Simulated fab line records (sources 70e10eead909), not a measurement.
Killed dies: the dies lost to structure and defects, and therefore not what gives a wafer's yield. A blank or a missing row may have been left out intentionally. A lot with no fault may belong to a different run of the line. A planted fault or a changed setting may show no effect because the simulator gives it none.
Which tool did it? + flow nandHarc + 13 lots with 39 wafers sampled at 4 steps, on a route of 1159 steps

## WHAT THE GAUGES SHOWED, per wafer
NHARC_P_GATE_CD_MEAS_59 targets a cd of 720 nm. Usual: cdNm reads 719.7 nm (standard deviation 2.4).
| lot  | measured     | on       | cdNm (nm)         | flag |
|------|--------------|----------|-------------------|------|
| L644 | day 5 03:07  | cdSem-02 | 720.0 718.1 718.8 |      |
| L645 | day 5 13:04  | cdSem-03 | 721.8 719.2 722.7 |      |
| L646 | day 5 16:37  | cdSem-01 | 721.5 718.9 721.1 |      |
| L648 | day 6 05:43  | cdSem-02 | 721.4 722.8 719.4 |      |
| L651 | day 7 00:05  | cdSem-01 | 720.8 718.9 720.1 |      |
| L652 | day 7 05:58  | cdSem-03 | 713.4 718.2 715.7 |      |
| L655 | day 8 10:37  | cdSem-03 | 717.8 721.5 720.1 |      |
| L654 | day 8 11:47  | cdSem-03 | 720.5 719.5 719.2 |      |
| L657 | day 8 17:40  | cdSem-01 | - - -             | OFF  |
| L659 | day 9 01:56  | cdSem-01 | 722.4 718.8 719.6 |      |
| L661 | day 9 13:19  | cdSem-02 | 716.6 717.3 719.4 |      |
| L667 | day 10 20:06 | cdSem-02 | 724.1 723.3 719.3 |      |
| L666 | day 10 20:52 | cdSem-03 | 718.5 718.3 716.5 |      |

## TOOL THAT RAN EACH LOT (tool first, then ch and the chambers of the sampled wafers, then the start)
| lot  | NHARC_P_GATE_ALD_36              | NHARC_P_GATE_ETCHBACK_37                     | NHARC_P_GATE_EXPOSE_56           |
|------|----------------------------------|----------------------------------------------|----------------------------------|
| L644 | aldSin-04 ch 1,2,3, day 4 15:50  | rieDiel-05 ch 0,2, day 5 02:58 or earlier    | krfScanner-01 ch 0, day 5 02:58  |
| L645 | aldSin-02 ch 0,1,2, day 5 00:01  | rieDiel-05 ch 0,1,3, day 5 12:55 or earlier  | krfScanner-03 ch 0, day 5 12:55  |
| L646 | aldSin-03 ch 0,3, day 5 04:22    | rieDiel-05 ch 0,1, day 5 16:28 or earlier    | krfScanner-03 ch 0, day 5 16:28  |
| L648 | aldSin-02 ch 0,1,3, day 5 17:32  | rieDiel-13 ch 0,1,2, day 6 05:34 or earlier  | krfScanner-01 ch 0, day 6 05:34  |
| L651 | aldSin-02 ch 0,1,3, day 6 11:53  | rieDiel-13 ch 0,1,3, day 6 23:55 or earlier  | krfScanner-01 ch 0, day 6 23:55  |
| L652 | aldSin-04 ch 1,3, day 6 17:52    | rieDiel-13 ch 0,2,3, day 7 05:49 or earlier  | krfScanner-01 ch 0, day 7 05:49  |
| L655 | aldSin-02 ch 0,1,3, day 7 22:21  | rieDiel-13 ch 1,2,3, day 8 10:27 or earlier  | krfScanner-02 ch 0, day 8 10:27  |
| L654 | aldSin-04 ch 0,1, day 8 00:25    | rieDiel-13 ch 0,2,3, day 8 11:38 or earlier  | krfScanner-03 ch 0, day 8 11:38  |
| L657 | aldSin-04 ch 0,2,3, day 8 05:42  | rieDiel-05 ch 0,2,3, day 8 17:30 or earlier  | krfScanner-01 ch 0, day 8 17:30  |
| L659 | aldSin-03 ch 0,3, day 8 14:52    | rieDiel-13 ch 0,2,3, day 9 01:47 or earlier  | krfScanner-01 ch 0, day 9 01:47  |
| L661 | aldSin-03 ch 1,2,3, day 9 01:04  | rieDiel-07 ch 0,1,2, day 9 13:09 or earlier  | krfScanner-01 ch 0, day 9 13:09  |
| L667 | aldSin-03 ch 0,2, day 10 07:47   | rieDiel-05 ch 0,2,3, day 10 19:56 or earlier | krfScanner-02 ch 0, day 10 19:56 |
| L666 | aldSin-04 ch 0,2,3, day 10 09:34 | rieDiel-05 ch 0,2, day 10 20:43 or earlier   | krfScanner-01 ch 0, day 10 20:43 |
- NHARC_P_GATE_ALD_36: deposits SiNx, target thk 20 nm, pulse time 60 s, ald cycles 223.
- NHARC_P_GATE_ETCHBACK_37: etches the open film in CHF3/O2, target depth 34.5 nm, time 17.2 s.
- NHARC_P_GATE_EXPOSE_56: exposes mask P PSD, target cd 720 nm.

## AS READ BY THE TOOLS THEMSELVES (means over the sampled wafers that have a number; for cases with no such wafer, the mark the record gives instead)
NHARC_P_GATE_ALD_36. Usual: heaterPowerW 874 W, standard deviation 85; precursorPulseHeightRel 1.000, standard deviation 0.019.
| lot  | tool      | heaterPowerW (W) | precursorPulseHeightRel | flag |
|------|-----------|------------------|-------------------------|------|
| L644 | aldSin-04 | 806              | 0.993                   |      |
| L645 | aldSin-02 | 904              | 0.997                   |      |
| L646 | aldSin-03 | 832              | 1.012                   |      |
| L648 | aldSin-02 | 974              | 1.002                   |      |
| L651 | aldSin-02 | 967              | 1.010                   |      |
| L652 | aldSin-04 | 780              | 1.007                   |      |
| L655 | aldSin-02 | 955              | 1.003                   |      |
| L654 | aldSin-04 | 880              | 0.986                   |      |
| L657 | aldSin-04 | 853              | 0.980                   |      |
| L659 | aldSin-03 | 920              | 1.000                   |      |
| L661 | aldSin-03 | 821              | 1.007                   |      |
| L667 | aldSin-03 | 912              | 0.992                   |      |
| L666 | aldSin-04 | 852              | 1.006                   |      |

NHARC_P_GATE_ETCHBACK_37. Usual: biasW is 200.0 W with standard deviation 0.57, chf3FlowSccm is 50.02 sccm with standard deviation 0.14, drypumpMotorCurrentA is 5.7 A with standard deviation 0.34, oesProductAu is 0.96 a.u. with standard deviation 0.038, rfVppV is 372.4 V with standard deviation 2, showerheadPlenumPTorr is 2.49 Torr with standard deviation 0.088, and throttleValvePct is 20.573 % with standard deviation 0.0087.
| lot  | tool       | biasW (W) | chf3FlowSccm (sccm) | drypumpMotorCurrentA (A) | oesProductAu (a.u.) | rfVppV (V) | showerheadPlenumPTorr (Torr) | throttleValvePct (%) | flag |
|------|------------|-----------|---------------------|--------------------------|---------------------|------------|------------------------------|----------------------|------|
| L644 | rieDiel-05 | 199.6     | 50.06               | 6.1                      | 0.93                | 370.2      | 2.36                         | 20.573               |      |
| L645 | rieDiel-05 | 199.8     | 50.02               | 5.3                      | 1.01                | 371.9      | 2.45                         | 20.577               |      |
| L646 | rieDiel-05 | 200.0     | 50.05               | 5.3                      | 0.92                | 371.7      | 2.47                         | 20.574               |      |
| L648 | rieDiel-13 | 199.7     | 49.93               | 5.7                      | 1.00                | 374.9      | 2.56                         | 20.571               |      |
| L651 | rieDiel-13 | 200.0     | 49.97               | 5.6                      | 0.92                | 373.6      | 2.56                         | 20.578               |      |
| L652 | rieDiel-13 | 200.5     | 49.94               | 5.7                      | 0.92                | 374.1      | 2.56                         | 20.571               |      |
| L655 | rieDiel-13 | 199.8     | 50.00               | 5.7                      | 1.00                | 373.8      | 2.54                         | 20.578               |      |
| L654 | rieDiel-13 | 200.0     | 50.14               | 5.7                      | 0.92                | 373.8      | 2.56                         | 20.575               |      |
| L657 | rieDiel-05 | 199.8     | 50.18               | 5.7                      | 1.00                | 370.7      | 2.38                         | 20.566               |      |
| L659 | rieDiel-13 | 199.8     | 50.11               | 5.8                      | 1.00                | 373.4      | 2.56                         | 20.575               |      |
| L661 | rieDiel-07 | 200.2     | 50.11               | 6.1                      | 0.99                | 370.8      | 2.41                         | 20.564               |      |
| L667 | rieDiel-05 | 199.6     | 49.88               | 5.7                      | 0.93                | 370.0      | 2.38                         | 20.573               |      |
| L666 | rieDiel-05 | 200.2     | 50.20               | 5.7                      | 0.91                | 371.5      | 2.40                         | 20.576               |      |

## THE ANSWER, worked out from the rows above alone
Rule: a lot is off if the mean of its wafers that have a number lies more than 3 standard deviations from the usual mean. Also off: a lot with no number at a reading for which 4 or more lots have one. All remaining lots with rows at the step are treated as sound. Order of review: gauges by route order, followed by the tools' own readings, for which a lot's mean as printed above is used. The first step at which some lot is off is used, and at that step the reading that is off furthest; a lot without a number counts as furthest.
Off at NHARC_P_GATE_CD_MEAS_59 (cdNm): L657. Without a number there: L657.
If a tool, at a process step before that reading, ran all the lots that are off and no sound lot after the first of them, it fits. Gauges at NHARC_P_GATE_CD_MEAS_59: tried the same way as those tools. NHARC_P_GATE_ETCHBACK_37 gives no start for some lots, so the hours and the order of its lots are those of NHARC_P_GATE_EXPOSE_56. None of those tried fits.

## WHAT THE SIMULATOR PUT IN
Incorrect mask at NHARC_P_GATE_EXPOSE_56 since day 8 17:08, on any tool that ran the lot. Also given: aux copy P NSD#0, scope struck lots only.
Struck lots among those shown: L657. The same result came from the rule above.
